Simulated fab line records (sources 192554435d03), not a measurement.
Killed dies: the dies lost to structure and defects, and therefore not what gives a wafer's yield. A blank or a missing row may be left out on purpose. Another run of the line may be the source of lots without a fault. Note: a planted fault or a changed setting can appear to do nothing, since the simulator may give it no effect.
Lot-split experiment / flow n5Finfet / 21 wafers read from 7 lots, route of 1938 steps

== THE SPLIT ==
At N5_BEOL_M1_COAT_62 (time 60 s, resist thk 12 nm), the setting spinRpm was moved away from the recipe's 1500 rpm on 4 of the 21 wafers read, by -7.1% to +3.9%. All remaining wafers had this setting at the recipe value.

== FROM THE SPLIT TO THE READING: what the file shows between them, 4 steps ==
- N5_BEOL_M1_COAT_73: time 60 s, resist thk 5 nm
- N5_BEOL_M1_COAT_05: resist thk 30 nm
- N5_BEOL_M1_DESCUM_16: chemistry O2, time 7 s
- N5_BEOL_M1_ETCH_74: etches underlayer in N2/H2, target depth 6.5 nm, time 5.2 s

== THE READING ==
etch.depthNm (the simulator's own value, which no gauge read), in nm, at N5_BEOL_M1_ETCH_63 (etches SiARC in CF4, target depth 15.6 nm, time 26 s). No usual value for it is given in the file. The 17 wafers here that ran the recipe average 12.02 nm, standard deviation 0.039 nm.

wafer=L074.2; tool, chamber at the split=lithoTrack-03, 0; spinRpm as run, rpm=1558; against the recipe=+3.9%; etch.depthNm, nm=11.73; against lot-mates on the recipe=-0.25
wafer=L074.4; tool, chamber at the split=lithoTrack-03, 0; spinRpm as run, rpm=1500; against the recipe=recipe; etch.depthNm, nm=11.99; against lot-mates on the recipe=-
wafer=L074.5; tool, chamber at the split=lithoTrack-03, 0; spinRpm as run, rpm=1500; against the recipe=recipe; etch.depthNm, nm=11.98; against lot-mates on the recipe=-
wafer=L079.1; tool, chamber at the split=lithoTrack-04, 0; spinRpm as run, rpm=1500; against the recipe=recipe; etch.depthNm, nm=12.04; against lot-mates on the recipe=-
wafer=L079.2; tool, chamber at the split=lithoTrack-04, 0; spinRpm as run, rpm=1500; against the recipe=recipe; etch.depthNm, nm=12.05; against lot-mates on the recipe=-
wafer=L079.6; tool, chamber at the split=lithoTrack-04, 0; spinRpm as run, rpm=1500; against the recipe=recipe; etch.depthNm, nm=12.02; against lot-mates on the recipe=-
wafer=L086.2; tool, chamber at the split=lithoTrack-03, 0; spinRpm as run, rpm=1500; against the recipe=recipe; etch.depthNm, nm=12.05; against lot-mates on the recipe=-
wafer=L086.5; tool, chamber at the split=lithoTrack-03, 0; spinRpm as run, rpm=1500; against the recipe=recipe; etch.depthNm, nm=12.06; against lot-mates on the recipe=-
wafer=L086.6; tool, chamber at the split=lithoTrack-03, 0; spinRpm as run, rpm=1500; against the recipe=recipe; etch.depthNm, nm=12.1; against lot-mates on the recipe=-
wafer=L088.2; tool, chamber at the split=lithoTrack-04, 0; spinRpm as run, rpm=1500; against the recipe=recipe; etch.depthNm, nm=12.03; against lot-mates on the recipe=-
wafer=L088.4; tool, chamber at the split=lithoTrack-04, 0; spinRpm as run, rpm=1500; against the recipe=recipe; etch.depthNm, nm=12.05; against lot-mates on the recipe=-
wafer=L088.6; tool, chamber at the split=lithoTrack-04, 0; spinRpm as run, rpm=1500; against the recipe=recipe; etch.depthNm, nm=12.04; against lot-mates on the recipe=-
wafer=L087.1; tool, chamber at the split=lithoTrack-02, 0; spinRpm as run, rpm=1500; against the recipe=recipe; etch.depthNm, nm=12.01; against lot-mates on the recipe=-
wafer=L087.3; tool, chamber at the split=lithoTrack-02, 0; spinRpm as run, rpm=1500; against the recipe=recipe; etch.depthNm, nm=11.99; against lot-mates on the recipe=-
wafer=L087.4; tool, chamber at the split=lithoTrack-02, 0; spinRpm as run, rpm=1500; against the recipe=recipe; etch.depthNm, nm=11.97; against lot-mates on the recipe=-
wafer=L089.1; tool, chamber at the split=lithoTrack-02, 0; spinRpm as run, rpm=1500; against the recipe=recipe; etch.depthNm, nm=11.98; against lot-mates on the recipe=-
wafer=L089.5; tool, chamber at the split=lithoTrack-02, 0; spinRpm as run, rpm=1500; against the recipe=recipe; etch.depthNm, nm=11.98; against lot-mates on the recipe=-
wafer=L089.3; tool, chamber at the split=lithoTrack-02, 0; spinRpm as run, rpm=1543; against the recipe=+2.9%; etch.depthNm, nm=11.8; against lot-mates on the recipe=-0.18
wafer=L090.3; tool, chamber at the split=lithoTrack-02, 0; spinRpm as run, rpm=1500; against the recipe=recipe; etch.depthNm, nm=11.95; against lot-mates on the recipe=-
wafer=L090.5; tool, chamber at the split=lithoTrack-02, 0; spinRpm as run, rpm=1394; against the recipe=-7.1%; etch.depthNm, nm=12.42; against lot-mates on the recipe=+0.47
wafer=L090.6; tool, chamber at the split=lithoTrack-02, 0; spinRpm as run, rpm=1394; against the recipe=-7.1%; etch.depthNm, nm=12.39; against lot-mates on the recipe=+0.44

THE FIT
A straight line over all 21 wafers: etch.depthNm changes by -0.0591 nm for each +1% of spinRpm; r = -0.96; the points scatter about the line by 0.041 nm.
The same after taking each lot's own level away (the mean of its wafers on the recipe; 21 wafers): -0.0645 nm for each +1%; r = -1.00; scatter 0.013 nm.
According to that fit, moving spinRpm by its largest amount changes the reading by 0.46 nm.
The lots' own levels span 11.950 to 12.070 nm, that is 3.1 times the standard deviation above.
The two slopes are in agreement: the lot-to-lot level therefore moves the slope only a little.
Check: +0.445 nm against its lot-mates is what the line predicts for one of the wafers moved furthest among these (-7.1%) when that wafer is left out of the fit. Against them it came out at +0.47 nm.

== ADDITIONAL SPLITS CARRIED BY THESE WAFERS ==
These wafers also went through other splits before the reading. Each is held against what the fit with the lots' levels taken away leaves over:
other split on the same wafers=N5_HKMG_FIN_EXPOSE_46 doseMj; wafers away from the commonest value=4; r with etch.depthNm (lot level and that fit taken away)=+0.23
other split on the same wafers=N5_GATE_CUT_COAT_27 spinRpm; wafers away from the commonest value=6; r with etch.depthNm (lot level and that fit taken away)=+0.12
other split on the same wafers=N5_GATE_CUT_EXPOSE_10 doseMj; wafers away from the commonest value=8; r with etch.depthNm (lot level and that fit taken away)=+0.13
other split on the same wafers=N5_MOL_CONTACT_COAG_COAT_75 spinRpm; wafers away from the commonest value=5; r with etch.depthNm (lot level and that fit taken away)=+0.08
other split on the same wafers=N5_MOL_CONTACT_COAG_ALD_133 aldCycles; wafers away from the commonest value=8; r with etch.depthNm (lot level and that fit taken away)=+0.15

== THE WHOLE CHAIN: every reading that the file lists as answering this split, in the file's order ==
step=N5_BEOL_M1_COAT_62; what it does=time 60 s, resist thk 12 nm; reading=SiARC_of_BEOL_M1_COAT_62.thkNm (the simulator's own value, which no gauge read); change (the file's fit)=-0.0571 nm for each +1% of the setting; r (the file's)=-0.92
step=N5_BEOL_M1_ETCH_63; what it does=etches SiARC in CF4, target depth 15.6 nm, time 26 s; reading=etch.depthNm (the simulator's own value, which no gauge read); change (the file's fit)=-0.0643 nm for each +1% of the setting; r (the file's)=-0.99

== FILE'S OWN FIT ==
etch.depthNm changes by -0.0643 nm for each +1% of spinRpm, r = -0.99.
